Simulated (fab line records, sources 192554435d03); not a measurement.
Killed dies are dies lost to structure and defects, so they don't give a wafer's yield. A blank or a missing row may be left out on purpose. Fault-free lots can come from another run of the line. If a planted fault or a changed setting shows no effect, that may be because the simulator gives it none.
Matching of chambers    flow n5 finfet    rie diel-05 running N5_BEOL_M4_ETCH_74: 4 sister chambers
The step etches underlayer in N2/H2, target depth 6.5 nm, time 5.2 s. 4 wafers are shown with their chamber, then 9 later ones without.

WAFERS, EACH WITH ITS CHAMBER
wafer   chamber  showerhead plenum p Torr (Torr)
L076.6  3        2.51
L080.5  1        2.66
L083.4  0        2.71
L083.5  2        2.59

WAFERS WHOSE CHAMBER IS MISSING
wafer   showerhead plenum p Torr (Torr)
L085.3  2.65
L085.5  2.71
L085.6  2.59
L086.1  2.71
L086.5  2.71
L086.6  2.59
L091.1  2.50
L091.2  2.70
L091.3  2.65

CHAMBER TAKEN BY EACH
wafer   from the rows above  in truth
L085.3  1                    1
L085.5  0                    0
L085.6  2                    2
L086.1  0                    0
L086.5  0                    0
L086.6  2                    2
L091.1  3                    3
L091.2  0                    0
L091.3  1                    1
Correct placement for 9 of the 9. From these rows, 0 cannot be placed. Placed wrongly: 0.
How it was worked out, from the rows above alone: a wafer's distance from a chamber is the root of the sum, over the readings, of the square of ((its reading less the chamber's mean) divided by the reading's scatter). If the next closest chamber is less than 2 further off than the closest, the wafer can't be placed; otherwise it belongs to the closest. Each chamber's mean is taken over the wafers shown for it. The scatter (one wafer shown for each chamber): square how far every hidden wafer sits from the nearest shown wafer, average those squares and take the square root.
